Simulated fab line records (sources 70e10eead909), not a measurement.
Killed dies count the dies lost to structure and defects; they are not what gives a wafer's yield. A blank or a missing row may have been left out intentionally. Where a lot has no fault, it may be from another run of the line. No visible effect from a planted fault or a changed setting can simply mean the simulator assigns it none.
fab line records ; flow nand_harc
record lots=24; wafers=72; last_day=33
route steps=1302 shown A_WL_FILL@959 A_CONTACT@983
lots that met no fault: from a run of the same line without faults
start_h: start of the lot's first displayed wafer, in hours after the record's first day ; wait_h: hours elapsed since this lot's preceding step ; " same as the row above ; L1.1+2: a single row standing in for several wafers ; - value missing, or start not given ; * or withheld: withheld ; < > ~ a bound
route shown NAME@n: NAME is a module with steps in the file, n the number in the route of the first one ; usual: average and standard deviation across the fault-free wafers ; same: alike in all rows ; chamber/n: place in a boat ; sites: each site's reading ; _std_site: how widely they spread, as a standard deviation ; _edge_site: mean of outer sites minus mean of inner sites ; radius_mm: how far each site lies from the wafer's centre ; mask NAME#n: copy n ; behind: the most recent tool/chamber to have shaped the wafer ; hold: why the lot was held/for how many hours/how that ended ; device: the n, p or np transistor that did not switch ; end of line: the same wafers' tests at the end of the route ; a step given without rows: its recipe and nothing more ; killed: at the first sort, the dies lost to defects and structure; wafer yield is something else ; map: per-die view of a wafer (x killed, . not killed, _ where there is no die)
set.NAME: setting as actually run; set.NAME@STEP: the setting as run at that earlier step ; model.NAME: the simulator's own value behind a step, which no gauge read
a sample of lots followed through the steps of the route, with each step as a table and each wafer as a row
services: when a tool's chamber went out of use (start_h, in hours from the record's first day, below 0 if earlier), for how many hours, and the reason
## steps
# step NHARC_A_WL_FILL_STRIP_27
# recipe power_w=1500; temp_c=250; time_s=20; chemistry=N2/H2
# usual drypump_motor_current_A=5.7/0.67; heater_power_w=308/13
lot.wafer;tool;chamber;start_h;wait_h;drypump_motor_current_A;heater_power_w;rf_hours_counter_h
L074.2;plasma_asher-02;0;471.11;0.1;5.0;295;7
L074.3;plasma_asher-02;0;471.11;0.1;5.0;292;-
L074.5;plasma_asher-02;1;471.11;0.1;6.5;308;-
L076.2;plasma_asher-01;1;484.69;0.1;5.5;325;30
L076.1;plasma_asher-01;0;484.69;0.1;5.9;303;30
L076.4;plasma_asher-01;0;484.69;0.1;5.9;303;-
L077.4;plasma_asher-02;0;488.45;0.1;5.0;292;-
L077.3;plasma_asher-02;1;488.45;0.1;6.5;309;-
L077.5;plasma_asher-02;1;488.45;0.1;6.5;311;-
L075.2;plasma_asher-02;1;495.15;0.1;6.5;314;12
L075.4;plasma_asher-02;0;495.15;0.1;4.9;293;-
L075.5;plasma_asher-02;1;495.15;0.1;6.5;318;-
L078.1;plasma_asher-01;0;495.32;0.2;5.9;303;32
L078.3;plasma_asher-01;0;495.32;0.2;5.9;303;-
L078.5;plasma_asher-01;1;495.32;0.2;5.5;330;-
L079.1;plasma_asher-02;1;500.89;0.1;6.5;315;14
L079.4;plasma_asher-02;0;500.89;0.1;5.0;295;-
L079.5;plasma_asher-02;0;500.89;0.1;5.0;299;-
L080.2;plasma_asher-02;1;521.86;0.5;6.5;313;18
L080.1;plasma_asher-02;0;521.86;0.5;5.0;291;18
L080.6;plasma_asher-02;0;521.86;0.5;5.0;288;-
L082.1;plasma_asher-02;0;545.45;0.1;5.0;295;24
L082.2;plasma_asher-02;1;545.45;0.1;6.5;317;24
L082.4;plasma_asher-02;1;545.45;0.1;6.5;319;-
L081.2;plasma_asher-02;1;545.87;0.1;6.5;309;24
L081.3;plasma_asher-02;1;545.87;0.1;6.5;322;-
L081.6;plasma_asher-02;0;545.87;0.1;5.0;294;-
L084.2;plasma_asher-02;1;573.94;0.1;6.5;317;30
L084.4;plasma_asher-02;1;573.94;0.1;6.5;308;-
L084.6;plasma_asher-02;1;573.94;0.1;6.5;309;-
L085.3;plasma_asher-01;1;573.97;0.1;5.5;333;-
L085.6;plasma_asher-01;1;573.97;0.1;5.5;329;-
L085.5;plasma_asher-01;0;573.97;0.1;5.9;314;-
L083.1;plasma_asher-01;0;577.74;0.1;6.0;318;9
L083.4;plasma_asher-01;0;577.74;0.1;6.0;308;-
L083.3;plasma_asher-01;1;577.74;0.1;5.5;339;-
L086.3;plasma_asher-02;1;588.34;0.2;6.5;316;-
L086.6;plasma_asher-02;1;588.34;0.2;6.5;318;-
L086.5;plasma_asher-02;0;588.34;0.2;5.0;296;-
L087.2;plasma_asher-01;0;590.02;0.1;5.9;304;12
L087.4;plasma_asher-01;0;590.02;0.1;5.9;310;-
L087.5;plasma_asher-01;0;590.02;0.1;5.9;301;-
L088.1;plasma_asher-02;0;593.95;0.1;5.0;296;34
L088.3;plasma_asher-02;1;593.95;0.1;6.5;321;-
L088.5;plasma_asher-02;1;593.95;0.1;6.5;310;-
L089.3;plasma_asher-01;1;598.22;0.1;5.5;325;-
L089.5;plasma_asher-01;1;598.22;0.1;5.5;326;-
L089.6;plasma_asher-01;0;598.22;0.1;6.0;306;-
L090.1;plasma_asher-02;1;631.99;0.1;6.5;306;3
L090.4;plasma_asher-02;0;631.99;0.1;5.0;293;-
L090.3;plasma_asher-02;1;631.99;0.1;6.5;315;-
L092.1;plasma_asher-02;1;636.17;0.1;6.5;317;5
L092.4;plasma_asher-02;1;636.17;0.1;6.5;317;-
L092.6;plasma_asher-02;1;636.17;0.1;6.5;310;-
L091.1;plasma_asher-02;0;636.47;0.1;5.0;297;5
L091.2;plasma_asher-02;1;636.47;0.1;6.5;308;5
L091.6;plasma_asher-02;0;636.47;0.1;5.0;299;-
L094.2;plasma_asher-02;1;661.15;0.1;6.5;310;11
L094.1;plasma_asher-02;0;661.15;0.1;5.0;297;11
L094.6;plasma_asher-02;1;661.15;0.1;6.5;309;-
L093.1;plasma_asher-02;1;661.66;0.1;6.5;314;11
L093.2;plasma_asher-02;0;661.66;0.1;5.0;299;11
L093.6;plasma_asher-02;0;661.66;0.1;5.0;294;-
L096.2;plasma_asher-02;0;664.99;0.1;5.0;299;12
L096.3;plasma_asher-02;0;664.99;0.1;5.0;300;-
L096.5;plasma_asher-02;1;664.99;0.1;6.5;312;-
L095.3;plasma_asher-02;1;665.16;0.2;6.5;305;-
L095.5;plasma_asher-02;0;665.16;0.2;4.9;300;-
L095.6;plasma_asher-02;1;665.16;0.2;6.5;310;-
L097.3;plasma_asher-02;1;696.74;0.1;6.5;309;-
L097.4;plasma_asher-02;0;696.74;0.1;5.0;301;-
L097.6;plasma_asher-02;1;696.74;0.1;6.5;311;-
# step NHARC_A_CONTACT_DEP_24
# recipe target_thk_a=5000; temp_c=400; pressure_torr=6.5; rf_w=900; teos_flow_sccm=161.4; flow_sccm=2650; target_thk_nm=500; gas=O2; material=SiO2
# usual heater_power_w=610/72; throttle_valve_pct=15.4/0.52
lot.wafer;tool;chamber;start_h;wait_h;heater_power_w;throttle_valve_pct
L074.2;pecvd-04;2;491.24;0.2;733;15.3
L074.3;pecvd-04;1;491.24;0.2;627;14.5
L074.5;pecvd-04;1;491.24;0.2;638;14.6
L076.2;pecvd-04;2;501.47;0.2;706;15.6
L076.1;pecvd-04;0;501.47;0.2;643;14.8
L076.4;pecvd-04;2;501.47;0.2;722;15.4
L077.3;pecvd-03;2;507.93;0.2;511;15.4
L077.5;pecvd-03;0;507.93;0.2;630;15.8
L077.4;pecvd-03;2;507.93;0.2;385;15.2
L078.1;pecvd-04;1;512.66;0.4;630;14.4
L078.3;pecvd-04;0;512.66;0.4;512;15.0
L078.5;pecvd-04;0;512.66;0.4;579;14.9
L075.2;pecvd-02;2;512.71;0.5;663;15.3
L075.4;pecvd-02;0;512.71;0.5;626;16.5
L075.5;pecvd-02;1;512.71;0.5;672;16.0
L079.1;pecvd-04;1;520.92;0.1;589;14.6
L079.4;pecvd-04;0;520.92;0.1;527;14.7
L079.5;pecvd-04;1;520.92;0.1;622;14.4
L080.2;pecvd-02;1;539.78;0.1;597;16.1
L080.1;pecvd-02;2;539.78;0.1;566;15.6
L080.6;pecvd-02;2;539.78;0.1;632;15.4
L082.1;pecvd-02;1;563.12;0.1;675;16.0
L082.2;pecvd-02;2;563.12;0.1;711;15.8
L082.4;pecvd-02;1;563.12;0.1;517;16.2
L081.3;pecvd-04;0;563.13;0.1;542;14.9
L081.2;pecvd-04;1;563.13;0.1;607;14.6
L081.6;pecvd-04;1;563.13;0.1;646;14.6
L085.3;pecvd-04;1;591.87;0.3;700;14.6
L085.5;pecvd-04;1;591.87;0.3;716;14.7
L085.6;pecvd-04;2;591.87;0.3;731;15.5
L083.3;pecvd-03;0;591.89;0.3;610;15.7
L083.1;pecvd-03;1;591.89;0.3;598;15.0
L083.4;pecvd-03;1;591.89;0.3;455;15.2
L084.2;pecvd-04;0;592.31;0.6;657;14.8
L084.4;pecvd-04;0;592.31;0.6;501;15.0
L084.6;pecvd-04;1;592.31;0.6;621;14.6
L087.2;pecvd-04;0;604.53;0.1;551;14.9
L087.5;pecvd-04;1;604.53;0.1;620;14.8
L087.4;pecvd-04;2;604.53;0.1;660;15.5
L086.3;pecvd-02;2;604.63;0.2;585;15.8
L086.5;pecvd-02;1;604.63;0.2;635;15.7
L086.6;pecvd-02;2;604.63;0.2;621;15.8
L088.1;pecvd-04;2;610.58;0.1;722;15.6
L088.3;pecvd-04;0;610.58;0.1;633;14.9
L088.5;pecvd-04;1;610.58;0.1;716;15.0
L089.3;pecvd-02;2;615.38;0.2;659;15.5
L089.6;pecvd-02;0;615.38;0.2;648;15.9
L089.5;pecvd-02;1;615.38;0.2;539;15.4
L090.1;pecvd-03;2;648.80;0.1;584;15.6
L090.3;pecvd-03;0;648.80;0.1;608;15.7
L090.4;pecvd-03;0;648.80;0.1;632;15.7
L091.1;pecvd-04;1;652.75;0.1;675;14.8
L091.2;pecvd-04;0;652.75;0.1;579;15.3
L091.6;pecvd-04;0;652.75;0.1;590;15.3
L092.1;pecvd-02;2;652.79;0.2;611;15.5
L092.4;pecvd-02;1;652.79;0.2;620;15.6
L092.6;pecvd-02;2;652.79;0.2;626;15.6
L093.1;pecvd-03;1;677.31;0.1;603;15.6
L093.2;pecvd-03;0;677.31;0.1;631;15.5
L093.6;pecvd-03;0;677.31;0.1;487;15.8
L094.2;pecvd-04;0;677.38;0.1;459;15.3
L094.1;pecvd-04;2;677.38;0.1;671;15.3
L094.6;pecvd-04;0;677.38;0.1;492;15.2
L095.3;pecvd-02;2;681.98;0.1;700;15.8
L095.6;pecvd-02;2;681.98;0.1;549;15.9
L095.5;pecvd-02;0;681.98;0.1;662;16.1
L096.3;pecvd-03;2;684.58;0.1;518;15.5
L096.2;pecvd-03;0;684.58;0.1;548;15.8
L096.5;pecvd-03;0;684.58;0.1;571;15.9
L097.3;pecvd-03;1;713.13;0.1;494;15.2
L097.6;pecvd-03;1;713.13;0.1;523;15.1
L097.4;pecvd-03;2;713.13;0.1;547;15.5
# step NHARC_A_CONTACT_ETCH_112
# recipe source_w=withheld; pressure_mtorr=20; bias_v=3000; time_s=190; target_depth_a=18500; ar_flow_sccm=withheld; c4f8_flow_sccm=withheld; o2_flow_sccm=withheld; chemistry=C4F8/O2/Ar
lot.wafer;tool;chamber;start_h;wait_h;rf_hours_counter_h
L074.2;har_cap_etch-03;1;500.18;0.2;41
L074.3;har_cap_etch-03;0;500.18;0.2;-
L074.5;har_cap_etch-03;1;500.18;0.2;-
L076.2;har_cap_etch-02;1;510.04;0.2;84
L076.1;har_cap_etch-02;0;510.04;0.2;84
L076.4;har_cap_etch-02;0;510.04;0.2;-
L077.3;har_cap_etch-01;1;515.90;0.2;-
L077.4;har_cap_etch-01;0;515.90;0.2;-
L077.5;har_cap_etch-01;1;515.90;0.2;-
L075.2;har_cap_etch-02;1;520.24;0.2;86
L075.4;har_cap_etch-02;1;520.24;0.2;-
L075.5;har_cap_etch-02;1;520.24;0.2;-
L078.1;har_cap_etch-01;0;520.56;0.2;2
L078.3;har_cap_etch-01;0;520.56;0.2;-
L078.5;har_cap_etch-01;0;520.56;0.2;-
L079.1;har_cap_etch-01;1;528.42;0.2;5
L079.4;har_cap_etch-01;0;528.42;0.2;-
L079.5;har_cap_etch-01;1;528.42;0.2;-
L080.1;har_cap_etch-01;1;547.55;0.2;10
L080.2;har_cap_etch-01;0;547.55;0.2;10
L080.6;har_cap_etch-01;0;547.55;0.2;-
L082.1;har_cap_etch-01;1;572.92;0.2;12
L082.2;har_cap_etch-01;0;572.92;0.2;12
L082.4;har_cap_etch-01;0;572.92;0.2;-
L081.2;har_cap_etch-03;0;573.79;0.2;54
L081.3;har_cap_etch-03;0;573.79;0.2;-
L081.6;har_cap_etch-03;1;573.79;0.2;-
L085.3;har_cap_etch-01;0;599.62;0.2;-
L085.6;har_cap_etch-01;0;599.62;0.2;-
L085.5;har_cap_etch-01;1;599.62;0.2;-
L084.2;har_cap_etch-03;0;601.33;0.2;58
L084.4;har_cap_etch-03;1;601.33;0.2;-
L084.6;har_cap_etch-03;0;601.33;0.2;-
L083.1;har_cap_etch-02;1;601.56;0.2;100
L083.3;har_cap_etch-02;0;601.56;0.2;-
L083.4;har_cap_etch-02;1;601.56;0.2;-
L087.2;har_cap_etch-03;0;612.57;0.2;60
L087.4;har_cap_etch-03;0;612.57;0.2;-
L087.5;har_cap_etch-03;1;612.57;0.2;-
L086.3;har_cap_etch-02;0;612.71;0.2;-
L086.6;har_cap_etch-02;0;612.71;0.2;-
L086.5;har_cap_etch-02;1;612.71;0.2;-
L088.1;har_cap_etch-03;0;627.51;0.2;62
L088.3;har_cap_etch-03;1;627.51;0.2;-
L088.5;har_cap_etch-03;0;627.51;0.2;-
L089.3;har_cap_etch-03;1;632.29;0.2;-
L089.6;har_cap_etch-03;1;632.29;0.2;-
L089.5;har_cap_etch-03;0;632.29;0.2;-
L090.1;har_cap_etch-01;0;658.78;0.2;29
L090.4;har_cap_etch-01;0;658.78;0.2;-
L090.3;har_cap_etch-01;1;658.78;0.2;-
L092.1;har_cap_etch-03;0;662.00;0.2;70
L092.4;har_cap_etch-03;0;662.00;0.2;-
L092.6;har_cap_etch-03;1;662.00;0.2;-
L091.2;har_cap_etch-02;0;663.21;0.2;112
L091.1;har_cap_etch-02;1;663.21;0.2;112
L091.6;har_cap_etch-02;1;663.21;0.2;-
L093.1;har_cap_etch-02;0;692.31;0.2;116
L093.2;har_cap_etch-02;1;692.31;0.2;116
L093.6;har_cap_etch-02;1;692.31;0.2;-
L094.1;har_cap_etch-03;0;694.31;0.2;76
L094.2;har_cap_etch-03;1;694.31;0.2;76
L094.6;har_cap_etch-03;1;694.31;0.2;-
L095.3;har_cap_etch-02;1;696.79;0.2;-
L095.5;har_cap_etch-02;0;696.79;0.2;-
L095.6;har_cap_etch-02;1;696.79;0.2;-
L096.2;har_cap_etch-01;0;698.72;0.2;36
L096.3;har_cap_etch-01;0;698.72;0.2;-
L096.5;har_cap_etch-01;0;698.72;0.2;-
L097.3;har_cap_etch-01;1;721.90;0.2;-
L097.4;har_cap_etch-01;0;721.90;0.2;-
L097.6;har_cap_etch-01;0;721.90;0.2;-
# step NHARC_A_CONTACT_ETCH_118
# recipe source_w=withheld; pressure_mtorr=20; bias_v=3000; time_s=190; target_depth_a=18500; ar_flow_sccm=withheld; c4f8_flow_sccm=withheld; o2_flow_sccm=withheld; chemistry=C4F8/O2/Ar
lot.wafer;tool;chamber;start_h;wait_h;rf_hours_counter_h
L074.2;har_cap_etch-03;1;501.20;0.1;42
L074.3;har_cap_etch-03;0;501.20;0.1;-
L074.5;har_cap_etch-03;1;501.20;0.1;-
L076.2;har_cap_etch-02;1;511.07;0.1;85
L076.1;har_cap_etch-02;0;511.07;0.1;85
L076.4;har_cap_etch-02;0;511.07;0.1;-
L077.3;har_cap_etch-01;1;516.93;0.1;-
L077.4;har_cap_etch-01;0;516.93;0.1;-
L077.5;har_cap_etch-01;1;516.93;0.1;-
L075.2;har_cap_etch-02;1;521.27;0.1;87
L075.4;har_cap_etch-02;1;521.27;0.1;-
L075.5;har_cap_etch-02;1;521.27;0.1;-
L078.1;har_cap_etch-01;0;521.58;0.1;3
L078.3;har_cap_etch-01;0;521.58;0.1;-
L078.5;har_cap_etch-01;0;521.58;0.1;-
L079.1;har_cap_etch-01;1;529.45;0.1;6
L079.4;har_cap_etch-01;0;529.45;0.1;-
L079.5;har_cap_etch-01;1;529.45;0.1;-
L080.1;har_cap_etch-01;1;548.58;0.1;11
L080.2;har_cap_etch-01;0;548.58;0.1;11
L080.6;har_cap_etch-01;0;548.58;0.1;-
L082.1;har_cap_etch-01;1;573.94;0.1;13
L082.2;har_cap_etch-01;0;573.94;0.1;13
L082.4;har_cap_etch-01;0;573.94;0.1;-
L081.2;har_cap_etch-03;0;574.81;0.1;55
L081.3;har_cap_etch-03;0;574.81;0.1;-
L081.6;har_cap_etch-03;1;574.81;0.1;-
L085.3;har_cap_etch-01;0;600.64;0.1;-
L085.6;har_cap_etch-01;0;600.64;0.1;-
L085.5;har_cap_etch-01;1;600.64;0.1;-
L084.2;har_cap_etch-03;0;602.35;0.1;59
L084.4;har_cap_etch-03;1;602.35;0.1;-
L084.6;har_cap_etch-03;0;602.35;0.1;-
L083.1;har_cap_etch-02;1;602.58;0.1;100
L083.3;har_cap_etch-02;0;602.58;0.1;-
L083.4;har_cap_etch-02;1;602.58;0.1;-
L086.3;har_cap_etch-02;0;613.74;0.1;-
L086.6;har_cap_etch-02;0;613.74;0.1;-
L086.5;har_cap_etch-02;1;613.74;0.1;-
L087.2;har_cap_etch-03;0;613.93;0.2;61
L087.4;har_cap_etch-03;0;613.93;0.2;-
L087.5;har_cap_etch-03;1;613.93;0.2;-
L088.1;har_cap_etch-03;0;628.54;0.1;63
L088.3;har_cap_etch-03;1;628.54;0.1;-
L088.5;har_cap_etch-03;0;628.54;0.1;-
L089.3;har_cap_etch-03;1;633.32;0.1;-
L089.6;har_cap_etch-03;1;633.32;0.1;-
L089.5;har_cap_etch-03;0;633.32;0.1;-
L090.1;har_cap_etch-01;0;659.80;0.1;30
L090.4;har_cap_etch-01;0;659.80;0.1;-
L090.3;har_cap_etch-01;1;659.80;0.1;-
L092.1;har_cap_etch-03;0;663.02;0.1;71
L092.4;har_cap_etch-03;0;663.02;0.1;-
L092.6;har_cap_etch-03;1;663.02;0.1;-
L091.2;har_cap_etch-02;0;664.24;0.1;113
L091.1;har_cap_etch-02;1;664.24;0.1;113
L091.6;har_cap_etch-02;1;664.24;0.1;-
L093.1;har_cap_etch-02;0;693.34;0.1;117
L093.2;har_cap_etch-02;1;693.34;0.1;117
L093.6;har_cap_etch-02;1;693.34;0.1;-
L094.1;har_cap_etch-03;0;695.33;0.1;76
L094.2;har_cap_etch-03;1;695.33;0.1;76
L094.6;har_cap_etch-03;1;695.33;0.1;-
L095.3;har_cap_etch-02;1;697.82;0.1;-
L095.5;har_cap_etch-02;0;697.82;0.1;-
L095.6;har_cap_etch-02;1;697.82;0.1;-
L096.2;har_cap_etch-01;0;699.74;0.1;37
L096.3;har_cap_etch-01;0;699.74;0.1;-
L096.5;har_cap_etch-01;0;699.74;0.1;-
L097.3;har_cap_etch-01;1;722.93;0.1;-
L097.4;har_cap_etch-01;0;722.93;0.1;-
L097.6;har_cap_etch-01;0;722.93;0.1;-
# step NHARC_A_CONTACT_CD_MEAS_53
# usual cd_nm=289.3/0.79
lot.wafer;tool;chamber;start_h;wait_h;cd_nm
L074.2;cd_sem-01;-;503.22;-;289.7
L074.3;cd_sem-01;-;503.22;-;289.8
L074.5;cd_sem-01;-;503.22;-;288.9
L076.1;cd_sem-03;-;513.71;-;288.4
L076.2;cd_sem-03;-;513.71;-;289.4
L076.4;cd_sem-03;-;513.71;-;289.7
L077.3;cd_sem-02;-;518.93;-;288.9
L077.4;cd_sem-02;-;518.93;-;289.9
L077.5;cd_sem-02;-;518.93;-;290.0
L075.2;cd_sem-03;-;523.35;-;289.5
L075.4;cd_sem-03;-;523.35;-;290.5
L075.5;cd_sem-03;-;523.35;-;289.7
L078.1;cd_sem-01;-;523.65;-;290.2
L078.3;cd_sem-01;-;523.65;-;289.8
L078.5;cd_sem-01;-;523.65;-;290.6
L079.1;cd_sem-01;-;531.50;-;289.1
L079.4;cd_sem-01;-;531.50;-;289.4
L079.5;cd_sem-01;-;531.50;-;288.6
L080.1;cd_sem-02;-;550.63;-;288.7
L080.2;cd_sem-02;-;550.63;-;287.4
L080.6;cd_sem-02;-;550.63;-;287.9
L082.1;cd_sem-02;-;575.99;-;288.7
L082.2;cd_sem-02;-;575.99;-;288.9
L082.4;cd_sem-02;-;575.99;-;289.2
L081.2;cd_sem-03;-;578.30;-;289.5
L081.3;cd_sem-03;-;578.30;-;288.5
L081.6;cd_sem-03;-;578.30;-;290.0
L085.3;cd_sem-03;-;602.64;-;290.1
L085.5;cd_sem-03;-;602.64;-;290.0
L085.6;cd_sem-03;-;602.64;-;290.5
L084.2;cd_sem-03;-;604.37;-;288.0
L084.4;cd_sem-03;-;604.37;-;289.0
L084.6;cd_sem-03;-;604.37;-;288.9
L083.1;cd_sem-03;-;604.61;-;289.3
L083.3;cd_sem-03;-;604.61;-;289.9
L083.4;cd_sem-03;-;604.61;-;289.0
L086.3;cd_sem-03;-;615.76;-;289.4
L086.5;cd_sem-03;-;615.76;-;289.2
L086.6;cd_sem-03;-;615.76;-;289.2
L087.2;cd_sem-02;-;616.47;-;289.0
L087.4;cd_sem-02;-;616.47;-;289.6
L087.5;cd_sem-02;-;616.47;-;289.3
L088.1;cd_sem-01;-;630.59;-;289.1
L088.3;cd_sem-01;-;630.59;-;289.9
L088.5;cd_sem-01;-;630.59;-;289.2
L089.3;cd_sem-03;-;635.32;-;289.8
L089.5;cd_sem-03;-;635.32;-;290.3
L089.6;cd_sem-03;-;635.32;-;289.9
L090.1;cd_sem-03;-;661.84;-;289.8
L090.3;cd_sem-03;-;661.84;-;290.2
L090.4;cd_sem-03;-;661.84;-;290.4
L092.1;cd_sem-03;-;665.04;-;287.5
L092.4;cd_sem-03;-;665.04;-;289.0
L092.6;cd_sem-03;-;665.04;-;287.7
L091.1;cd_sem-03;-;666.29;-;288.5
L091.2;cd_sem-03;-;666.29;-;289.6
L091.6;cd_sem-03;-;666.29;-;289.3
L093.1;cd_sem-03;-;695.39;-;289.9
L093.2;cd_sem-03;-;695.39;-;290.1
L093.6;cd_sem-03;-;695.39;-;289.0
L094.1;cd_sem-02;-;697.39;-;288.4
L094.2;cd_sem-02;-;697.39;-;289.1
L094.6;cd_sem-02;-;697.39;-;288.8
L095.3;cd_sem-01;-;699.79;-;287.8
L095.5;cd_sem-01;-;699.79;-;288.5
L095.6;cd_sem-01;-;699.79;-;287.7
L096.2;cd_sem-03;-;701.80;-;290.2
L096.3;cd_sem-03;-;701.80;-;288.9
L096.5;cd_sem-03;-;701.80;-;289.0
L097.3;cd_sem-03;-;724.92;-;290.0
L097.4;cd_sem-03;-;724.92;-;289.7
L097.6;cd_sem-03;-;724.92;-;288.6
# step NHARC_A_CONTACT_DEP_58
# recipe target_thk_a=900; target_thk_nm=90; temp_c=400; pressure_torr=3.5; flow_sccm=200; rf_w=350; material=SiON
# usual heater_power_w=802/72
lot.wafer;tool;chamber;start_h;wait_h;heater_power_w
L074.2;pecvd-04;0;507.37;2.1;786
L074.3;pecvd-04;2;507.37;2.1;852
L074.5;pecvd-04;0;507.37;2.1;801
L076.1;pecvd-02;2;520.69;2.7;893
L076.2;pecvd-02;0;520.69;2.7;876
L076.4;pecvd-02;0;520.69;2.7;889
L077.3;pecvd-02;2;523.17;1.7;806
L077.4;pecvd-02;2;523.17;1.7;812
L077.5;pecvd-02;0;523.17;1.7;799
L075.2;pecvd-02;1;527.69;2.2;766
L075.5;pecvd-02;1;527.69;2.2;779
L075.4;pecvd-02;2;527.69;2.2;915
L078.3;pecvd-03;0;528.67;1.7;746
L078.1;pecvd-03;1;528.67;1.7;661
L078.5;pecvd-03;0;528.67;1.7;745
L079.1;pecvd-04;2;536.52;2.7;854
L079.5;pecvd-04;1;536.52;2.7;807
L079.4;pecvd-04;2;536.52;2.7;882
L080.1;pecvd-04;2;554.81;2.7;748
L080.2;pecvd-04;0;554.81;2.7;840
L080.6;pecvd-04;1;554.81;2.7;832
L082.2;pecvd-02;2;581.40;2.1;928
L082.1;pecvd-02;0;581.40;2.1;872
L082.4;pecvd-02;2;581.40;2.1;927
L081.3;pecvd-03;2;583.18;1.6;622
L081.2;pecvd-03;1;583.18;1.6;789
L081.6;pecvd-03;0;583.18;1.6;797
L085.3;pecvd-03;2;606.90;1.7;627
L085.6;pecvd-03;2;606.90;1.7;644
L085.5;pecvd-03;1;606.90;1.7;743
L084.2;pecvd-04;0;610.11;2.2;771
L084.6;pecvd-04;2;610.11;2.2;844
L084.4;pecvd-04;0;610.11;2.2;790
L083.1;pecvd-03;2;612.72;2.8;741
L083.3;pecvd-03;1;612.72;2.8;788
L083.4;pecvd-03;2;612.72;2.8;729
L086.3;pecvd-02;0;627.51;1.6;864
L086.6;pecvd-02;2;627.51;1.6;909
L086.5;pecvd-02;1;627.51;1.6;830
L087.2;pecvd-02;1;630.68;2.2;759
L087.5;pecvd-02;2;630.68;2.2;936
L087.4;pecvd-02;0;630.68;2.2;902
L088.3;pecvd-02;2;636.66;1.7;900
L088.1;pecvd-02;0;636.66;1.7;904
L088.5;pecvd-02;2;636.66;1.7;907
L089.3;pecvd-03;2;639.98;1.7;778
L089.5;pecvd-03;1;639.98;1.7;743
L089.6;pecvd-03;2;639.98;1.7;759
L090.1;pecvd-04;1;666.26;2.7;801
L090.3;pecvd-04;2;666.26;2.7;795
L090.4;pecvd-04;0;666.26;2.7;714
L092.1;pecvd-03;2;670.68;2.8;723
L092.4;pecvd-03;2;670.68;2.8;748
L092.6;pecvd-03;0;670.68;2.8;783
L091.1;pecvd-03;2;675.75;2.7;782
L091.2;pecvd-03;0;675.75;2.7;718
L091.6;pecvd-03;1;675.75;2.7;767
L093.2;pecvd-04;1;699.82;2.2;945
L093.1;pecvd-04;2;699.82;2.2;908
L093.6;pecvd-04;2;699.82;2.2;903
L094.2;pecvd-02;0;704.30;2.2;837
L094.1;pecvd-02;1;704.30;2.2;741
L094.6;pecvd-02;1;704.30;2.2;768
L095.3;pecvd-03;0;705.03;1.8;764
L095.5;pecvd-03;1;705.03;1.8;734
L095.6;pecvd-03;0;705.03;1.8;772
L096.2;pecvd-02;2;707.51;2.2;892
L096.3;pecvd-02;0;707.51;2.2;853
L096.5;pecvd-02;0;707.51;2.2;846
L097.3;pecvd-02;0;729.16;1.7;872
L097.6;pecvd-02;2;729.16;1.7;903
L097.4;pecvd-02;1;729.16;1.7;777
## services
tool;chamber;start_h;hours;kind
pecvd-04;-;450.40;13.0;pm
pecvd-02;-;480.12;1.7;repair
pecvd-04;0;483.78;16.0;repair
har_cap_etch-01;-;497.00;17.0;pm
har_cap_etch-01;0;497.00;17.0;vent_cycle
har_cap_etch-01;1;497.00;17.0;vent_cycle
har_cap_etch-02;-;503.20;1.2;repair
pecvd-03;0;509.42;16.8;repair
har_cap_etch-01;0;514.00;-;clean
har_cap_etch-01;1;514.00;-;clean
plasma_asher-01;-;519.00;9.0;pm
pecvd-03;-;547.00;13.0;pm
pecvd-02;-;589.38;13.0;pm
plasma_asher-02;-;603.21;9.0;pm
plasma_asher-02;0;603.21;9.0;vent_cycle
pecvd-03;0;611.13;13.4;repair
pecvd-04;-;631.40;13.0;pm
plasma_asher-01;-;632.56;10.5;repair
pecvd-02;-;648.22;0.3;repair
pecvd-03;2;692.30;20.7;repair
plasma_asher-01;-;696.00;9.0;pm
plasma_asher-02;-;700.28;1.3;repair
plasma_asher-02;-;726.94;4.0;repair
pecvd-03;-;728.00;13.0;pm
## key
fault none
